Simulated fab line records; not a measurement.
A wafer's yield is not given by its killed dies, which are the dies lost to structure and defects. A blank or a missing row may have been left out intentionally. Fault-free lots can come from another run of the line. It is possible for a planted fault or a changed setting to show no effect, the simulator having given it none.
Chamber matching    flow nandHarc    NHARC_P_GATE_DESCUM_13 on rieDiel-05 has 4 sister chambers
The step chemistry O2, time 3 s. 14 wafers are shown with their chamber, then 7 later ones without.

WAFERS PAIRED WITH THEIR CHAMBERS
wafer   chamber  drypumpMotorCurrentA (A)  oesProductAu (a.u.)  rfVppV (V)
L076.1  2        5.7                       1.021                57.6
L076.3  0        5.6                       1.003                57.5
L076.4  3        5.4                       1.001                57.8
L077.2  2        5.7                       1.009                57.1
L077.5  1        6.3                       0.993                58.2
L077.6  0        5.5                       1.006                57.9
L078.1  1        6.4                       1.003                58.9
L078.2  0        5.5                       0.996                58.6
L078.3  3        5.3                       0.995                56.5
L078.4  0        5.5                       1.004                58.1
L078.5  3        5.3                       0.990                58.0
L078.6  1        6.4                       0.990                59.3
L079.1  2        5.7                       1.011                58.4
L079.4  2        5.7                       1.010                57.8

SIGNATURES (means of the wafers above)
reading               chamber 0  chamber 1  chamber 2  chamber 3  scatter within a chamber
drypumpMotorCurrentA  5.525      6.367      5.700      5.333      0.0456
oesProductAu          1.00225    0.99533    1.01275    0.99533    0.0055
rfVppV                58.025     58.800     57.725     57.433     0.587
Rule: for each reading, subtract the chamber's mean from the wafer's reading, divide by that reading's scatter and square the result; add these up over the readings and take the root, which gives the wafer's distance from the chamber. The wafer belongs to the nearest chamber; if the next one is less than 2 further off, it can't be placed. The scatter: take each reading less its chamber's mean, square it, sum over the shown wafers, divide by the number of wafers less the number of chambers, and take the root.

WAFERS WITHOUT THEIR CHAMBER
wafer   drypumpMotorCurrentA (A)  oesProductAu (a.u.)  rfVppV (V)
L079.6  5.4                       0.982                59.7
L090.1  5.5                       0.976                58.1
L090.2  6.3                       0.995                58.6
L090.5  5.4                       0.985                58.2
L097.1  5.5                       0.986                58.4
L097.4  6.3                       1.010                56.9
L097.5  6.3                       1.012                56.9

WHICH CHAMBER EACH ONE RAN IN
wafer   from the rows above      in truth
L079.6  can't be placed: 3 or 0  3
L090.1  can't be placed: 0 or 3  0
L090.2  1                        1
L090.5  can't be placed: 3 or 0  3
L097.1  can't be placed: 0 or 3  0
L097.4  1                        1
L097.5  1                        1
Correctly placed: 3 of 7. Can't be placed from these rows: 4 (the true chamber is among the candidates in 4). Wrongly placed: 0.
